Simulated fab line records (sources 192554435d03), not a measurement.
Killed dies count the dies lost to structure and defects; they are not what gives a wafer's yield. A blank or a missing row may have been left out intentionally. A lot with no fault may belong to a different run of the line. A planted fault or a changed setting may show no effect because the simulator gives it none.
Chamber matching | flow n5-finfet | N5_BEOL_M7_DEP_56 on pecvd-03: 3 sister chambers
The step deposits SiCN from 3MS/NH3, target thk 10 nm, time 17.5 s. 6 wafers are shown with their chamber, then 9 later ones without.

== WAFERS PAIRED WITH THEIR CHAMBERS ==
wafer  | chamber | throttle-valve-pct (%) | showerhead-plenum-p-Torr (Torr)
L080.3 | 0       | 10.8                   | 3.654
L087.4 | 0       | 11.0                   | 3.659
L085.6 | 2       | 8.2                    | 3.686
L091.1 | 1       | 9.5                    | 3.690
L091.4 | 2       | 8.2                    | 3.689
L091.6 | 1       | 9.4                    | 3.686

== WAFERS WITHOUT THEIR CHAMBER ==
wafer  | throttle-valve-pct (%) | showerhead-plenum-p-Torr (Torr)
L090.1 | 9.6                    | 3.685
L090.3 | 8.1                    | 3.685
L090.6 | 9.6                    | 3.678
L094.3 | 9.6                    | 3.692
L094.5 | 7.9                    | 3.700
L094.6 | 9.6                    | 3.682
L093.1 | 10.8                   | 3.662
L093.3 | 8.3                    | 3.686
L093.5 | 8.2                    | 3.685

== WHICH CHAMBER EACH WENT THROUGH ==
wafer  | from the rows above | in truth
L090.1 | 1                   | 1
L090.3 | 2                   | 2
L090.6 | 1                   | 1
L094.3 | 1                   | 1
L094.5 | 2                   | 2
L094.6 | 1                   | 1
L093.1 | 0                   | 0
L093.3 | 2                   | 2
L093.5 | 2                   | 2
Correct placement for 9 of the 9. From these rows, 0 cannot be placed. 0 placed wrongly.
How it was worked out, from the rows above alone: a wafer's distance from a chamber is the root of the sum, over the readings, of the square of ((its reading less the chamber's mean) divided by the reading's scatter). If the next closest chamber is less than 2 further off than the closest, the wafer can't be placed; otherwise it belongs to the closest. Each chamber's mean is taken over the wafers shown for it. How the scatter is found: for the shown wafers, subtract from each reading the mean of its chamber, square and add these, divide the total by (wafers less chambers), then take the root.
